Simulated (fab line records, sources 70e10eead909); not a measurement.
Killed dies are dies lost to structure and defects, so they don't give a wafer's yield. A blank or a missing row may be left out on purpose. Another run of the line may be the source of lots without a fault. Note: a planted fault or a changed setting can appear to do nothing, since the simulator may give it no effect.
A struck lot beside a sound one + flow nandHarc + 14 out of 1302 route steps
Sound: these wafers, L388.2, L388.4, L388.5. Struck: wafers L375.2, L375.3, L375.6. The cause is named last.
At each step with rows: each side's tool, then ch and its chambers, then its first start. Under that, the readings that differ: sound wafers + struck wafers + difference of the means + sigmas: that difference in standard deviations of wafers without a fault.
alike: words and numbers the same on both sides, and readings whose means are apart by under 2 such deviations; not compared: readings that were withheld, readings missing a value for some wafer, numbers with overlapping values and no deviation given by the record, and bounds like >300 which may hide the same value.
The two part at a step that has a row with sigmas, a row that says differs or no value, or rows on one side only. Numbers that don't overlap but have no deviation are shown without sigmas and don't part them. A reading missing from all wafers of one side parts the sides only when that side holds two or more wafers.

NHARC_P_GATE_STRIP_95: strips in O2.
  sound on plasmaAsher-01 ch 1, day 12 19:28; struck on plasmaAsher-01 ch 0,1, day 7 08:05
  alike: drypumpMotorCurrentA, heaterPowerW
  not compared: rfHoursCounterH
then, 1 step without rows for these wafers: NHARC_P_GATE_STRIP_96 (strips in SPM, time 900 s).
NHARC_P_GATE_RTA_64: time 1 s.
  sound on rtpAnneal-02 ch 0, day 12 20:02; struck on rtpAnneal-01 ch 0, day 7 08:40
| reading          | sound          | struck         | difference | sigmas |
|------------------|----------------|----------------|------------|--------|
| lampPowerPct (%) | 31.1 31.1 31.2 | 33.1 33.2 33.1 | +2.0       | +2     |
  alike: annealTempCMax, wafer_temp_C_max
then, 1 step without rows for these wafers: NHARC_P_GATE_ETCH_77 (etches SiO2 in dHF, target depth 6 nm).
NHARC_P_GATE_DEGAS_109: time 60 s.
  struck on pvdSputter-03, day 7 08:56; sound on pvdSputter-01, day 12 20:19
  alike: heaterPowerW
then, 5 steps without rows for these wafers: NHARC_P_GATE_PRE_CLEAN_110 (time 30 s); NHARC_P_GATE_SPUTTER_78 (material Ni, target thk 10 nm); NHARC_P_GATE_SPUTTER_79 (material TiN, target thk 10 nm); NHARC_P_GATE_RTA_80 (time 30 s); NHARC_P_GATE_STRIP_67 (strips in SPM, time 600 s).
NHARC_P_GATE_RTA_82: time 30 s.
  sound on rtpAnneal-02 ch 0, day 12 21:05; struck on rtpAnneal-01 ch 0, day 7 09:43
| reading          | sound          | struck         | difference | sigmas |
|------------------|----------------|----------------|------------|--------|
| lampPowerPct (%) | 3.65 3.65 3.65 | 3.88 3.88 3.88 | +0.23      | +2     |
  alike: annealTempCMax, wafer_temp_C_max
NHARC_P_GATE_INSPECT_68:
  struck on defectInspect-02, day 7 09:53; sound on defectInspect-02, day 12 21:16
  alike: rawDefectCount
NHARC_P_CONTACT_DEP_30: deposits SiNx, target thk 30 nm.
  sound on pecvd-02 ch 0,2, day 12 21:20; struck on pecvd-02 ch 0,1,2, day 7 10:45
  alike: heaterPowerW
NHARC_P_CONTACT_DEP_00: deposits SiO2, target thk 500 nm.
  sound on pecvd-02 ch 0,2; struck on pecvd-02 ch 0,1,2
  alike: heaterPowerW, throttleValvePct

== WHERE THEY PART ==
At NHARC_P_GATE_RTA_64 first; at NHARC_P_GATE_RTA_82 last (within this record only). Later steps at which nothing parts them and some readings are alike: NHARC_P_GATE_INSPECT_68, NHARC_P_CONTACT_DEP_30, NHARC_P_CONTACT_DEP_00.

WHY: the cause the simulator had injected
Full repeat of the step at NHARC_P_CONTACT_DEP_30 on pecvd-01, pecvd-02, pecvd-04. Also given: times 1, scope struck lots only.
